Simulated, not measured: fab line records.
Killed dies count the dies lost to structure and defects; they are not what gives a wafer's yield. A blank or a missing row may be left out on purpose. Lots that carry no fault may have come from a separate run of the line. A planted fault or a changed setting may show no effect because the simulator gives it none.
8D (eight disciplines) problem report, filled in by code / flow nandHarc / the parts of the form that need people (team, actions taken, sign-off) are left out

== 1. THE PROBLEM ==
Wafers without a fault read 0.981 a.u., standard deviation 0.012; oesProductAu at NHARC_P_CONTACT_ETCH_31 reads a mean of 0.672 a.u. on 4 wafers belonging to 3 lots. Measured from the usual mean, that is -26 standard deviations.
The step: etches the open film in CH3F/O2, target depth 30 nm, time 85.7 s.
The first sign was on wafer L149.4 at day 8 21:59, on rieDiel-08. Wafers with a number at this step in the record: 42, from 15 lots. Rule for "out" (also "out of limits"): further than 4 standard deviations from the usual mean. All remaining wafers that have a number are taken as sound.

== 2. WHAT THIS IS AND IS NOT ==
question=which readings at this step | is=oesProductAu | is not=chamberPressureMTorr, drypumpMotorCurrentA, showerheadPlenumPTorr, throttleValvePct
question=which lots | is=L147, L148, L149 | is not=L136, L137, L138, L139, L141, L144, L151, L153, L154, L155, L157, L159
question=which wafers of those lots | is=L147.4, L148.4, L148.5, L149.4 | is not=L147.1, L149.1
question=read on which tools | is=rieDiel-08 | is not=rieDiel-05, rieDiel-11
question=when | is=from day 8 21:59 | is not=up to then (19 sound wafers); but 19 sound wafers of L147, L151, L153, L154, L155, L157, L159 came after

== 3. THE SUSPECTS, EACH WITH WHAT RULES IT OUT ==
Counting: a tool at a process step up to the reading stays a suspect if it ran every lot that is out. Sound lots after the first of them don't rule it out here, since some wafers of a struck lot are sound.
- rieDiel-08 at NHARC_P_CONTACT_ETCH_31 (etches the open film in CH3F/O2, target depth 30 nm, time 85.7 s): kept. Every lot that is out went through it, the first being L149 (day 8 21:59); the last sound lot it ran before that was L144 (day 7 18:22). Its own oesProductAu readings are out on those wafers.
After counting, what remains is rieDiel-08 at NHARC_P_CONTACT_ETCH_31.

== 4. THE CAUSE (what the simulator had put in) ==
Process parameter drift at NHARC_P_CONTACT_ETCH_31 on rieDiel-08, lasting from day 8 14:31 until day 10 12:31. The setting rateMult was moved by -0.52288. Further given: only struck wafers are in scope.
Counting left only this tool.

== 5. THE CHAIN OF EFFECTS, in route order ==
Each row: a reading whose mean over the struck wafers that have a number lies more than 3 standard deviations from the usual. Scope: only readings with a usual standard deviation given in the record; hours: median across lots of the time from each lot's start at the first step in this table that gives one to its start at this step; sigmas: change in usual standard deviations.
hours=0; step=NHARC_P_CONTACT_ETCH_31; reading=oesProductAu; usual=0.981 a.u.; on struck wafers=0.672; change=-0.309; sigmas=-26
Here are the process steps it includes:
- NHARC_P_CONTACT_ETCH_31: etches the open film in CH3F/O2, target depth 30 nm, time 85.7 s.
At these later measuring or inspecting steps, every struck wafer for which the step has a row has a number for every such reading, and none has moved that far: NHARC_P_M0_INSPECT_11, NHARC_P_M1_CD_MEAS_16.

== 6. WHAT WOULD HAVE CAUGHT IT SOONER ==
7 hours passed between the start of the fault at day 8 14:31 and the first reading out of limits in this record, taken at day 8 21:59.
